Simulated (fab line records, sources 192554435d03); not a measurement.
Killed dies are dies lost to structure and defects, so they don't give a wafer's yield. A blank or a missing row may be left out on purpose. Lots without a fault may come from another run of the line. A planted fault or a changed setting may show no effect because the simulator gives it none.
Chamber matching | flow n5_finfet | N5_FIN_SAQP_PECVD_47 on pecvd-02: 3 sister chambers
The step deposits a-Si from SiH4/He, target thk 45 nm, time 36.3 s. 14 wafers are shown with their chamber, then 7 later ones without.

WAFERS WITH THEIR CHAMBER
wafer  | chamber | throttle_valve_pct (%) | showerhead_plenum_p_Torr (Torr) | heater_power_w (W)
L076.2 | 1       | 18.4                   | 5.71                            | 895
L076.4 | 1       | 18.2                   | 5.72                            | 888
L076.6 | 0       | 19.5                   | 5.66                            | 747
L079.1 | 0       | 19.8                   | 5.67                            | 789
L079.2 | 2       | 17.4                   | 5.66                            | 822
L079.3 | 1       | 18.3                   | 5.73                            | 818
L083.1 | 2       | 17.5                   | 5.68                            | 827
L083.2 | 0       | 19.8                   | 5.67                            | 791
L083.5 | 1       | 18.1                   | 5.72                            | 829
L085.1 | 0       | 19.7                   | 5.66                            | 808
L085.2 | 2       | 17.7                   | 5.69                            | 820
L085.6 | 1       | 18.4                   | 5.71                            | 872
L089.1 | 1       | 18.3                   | 5.71                            | 898
L089.2 | 0       | 19.8                   | 5.66                            | 717

SIGNATURES (means of the wafers above)
reading                  | chamber 0 | chamber 1 | chamber 2 | scatter within a chamber
throttle_valve_pct       | 19.720    | 18.283    | 17.533    | 0.129
showerhead_plenum_p_Torr | 5.6640    | 5.7167    | 5.6767    | 0.00915
heater_power_w           | 770.40    | 866.67    | 823.00    | 32.6
Rule: a wafer's distance from a chamber is the root of the sum, over the readings, of the square of ((its reading less the chamber's mean) divided by the reading's scatter). The wafer belongs to the nearest chamber; if the next one is less than 2 further off, it can't be placed. The scatter: the root of (the sum of the squares of (reading less its chamber's mean) over the shown wafers, divided by (wafers less chambers)).

WAFERS WITHOUT THEIR CHAMBER
wafer  | throttle_valve_pct (%) | showerhead_plenum_p_Torr (Torr) | heater_power_w (W)
L089.5 | 18.4                   | 5.72                            | 867
L091.1 | 17.6                   | 5.67                            | 800
L091.2 | 18.3                   | 5.71                            | 861
L091.6 | 19.9                   | 5.67                            | 814
L093.1 | 19.4                   | 5.67                            | 819
L093.2 | 17.4                   | 5.67                            | 847
L093.3 | 18.4                   | 5.71                            | 902

WHICH CHAMBER EACH WENT THROUGH
wafer  | from the rows above | in truth
L089.5 | 1                   | 1
L091.1 | 2                   | 2
L091.2 | 1                   | 1
L091.6 | 0                   | 0
L093.1 | 0                   | 0
L093.2 | 2                   | 2
L093.3 | 1                   | 1
Placed correctly: 7 of 7. Can't be placed from these rows: 0. Placed wrongly: 0.
